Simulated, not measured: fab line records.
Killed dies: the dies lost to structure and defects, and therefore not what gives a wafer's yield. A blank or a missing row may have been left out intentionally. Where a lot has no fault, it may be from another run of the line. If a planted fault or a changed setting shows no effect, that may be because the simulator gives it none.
A struck lot beside a sound one | flow nandHarc | 15 steps out of a route of 1302
Sound: wafers L975.1, L975.4, L975.5. The struck wafers were L984.1, L984.2, L984.4. Last of all comes the cause.
At each step with rows: each side's tool, then ch and its chambers, then its first start. Under that, the readings that differ: sound wafers | struck wafers | difference of the means | sigmas: that difference in standard deviations of wafers without a fault.
alike: a reading whose means differ by less than 2 such deviations, as well as words and numbers matching on both sides. not compared: withheld readings; readings where some wafer has no value; bounds like >300 that might hide an equal value; numbers whose values overlap and for which the record gives no deviation.
A row with sigmas, a row that says differs or no value, or rows on one side alone: a step with any of these is where the two part. Numbers that don't overlap but have no deviation are shown without sigmas and don't part them. A reading missing from all wafers of one side parts the sides only when that side holds two or more wafers.

first, 1 step without rows for these wafers: NHARC_P_ZERO_WELL_HARDBAKE_25 (time 80 s).
NHARC_P_ZERO_WELL_DESCUM_26: chemistry O2, time 3 s.
  sound on rieDiel-11 ch 0,2, day 2 18:39; struck on rieDiel-11 ch 0,1,3, day 6 12:47
  alike: drypumpMotorCurrentA, oesProductAu, rfVppV, showerheadPlenumPTorr, throttleValvePct
  not compared: rfHoursCounterH
then, 10 steps without rows for these wafers: NHARC_P_ZERO_WELL_IMPLANT_27; NHARC_P_ZERO_WELL_IMPLANT_57; NHARC_P_ZERO_WELL_IMPLANT_58; NHARC_P_ZERO_WELL_STRIP_28 (strips in SPM, time 840 s); NHARC_P_ZERO_WELL_DEHYDRATE_29 (time 120 s); NHARC_P_ZERO_WELL_HMDS_30 (time 30 s); NHARC_P_ZERO_WELL_COAT_31; NHARC_P_ZERO_WELL_SOFTBAKE_32 (time 95 s); NHARC_P_ZERO_WELL_EBR_33; NHARC_P_ZERO_WELL_EXPOSE_34 (exposes mask P PWELL, target cd 720 nm).
NHARC_P_ZERO_WELL_PEB_35: peb time 85 s.
  sound on lithoTrack-02 ch 0, day 2 20:04; struck on lithoTrack-02 ch 0, day 6 14:09
reading               | sound                | struck               | difference | sigmas
heaterPowerTotalW (W) | 163.79 164.00 163.93 | 161.67 161.72 161.35 | -2.33      | -9
plateTempC (C)        | 117.70 118.01 117.75 | 116.29 116.57 116.30 | -1.43      | -10
  alike: resistLineTempC
then, 2 steps without rows for these wafers: NHARC_P_ZERO_WELL_DEVELOP_36 (time 70 s); NHARC_END_SORT_01.

WHERE THEY PART
Within this record, at NHARC_P_ZERO_WELL_PEB_35 only.

WHY: whatever the simulator had introduced
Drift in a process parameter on lithoTrack-02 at NHARC_P_ZERO_WELL_PEB_35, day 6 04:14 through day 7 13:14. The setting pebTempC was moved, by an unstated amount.
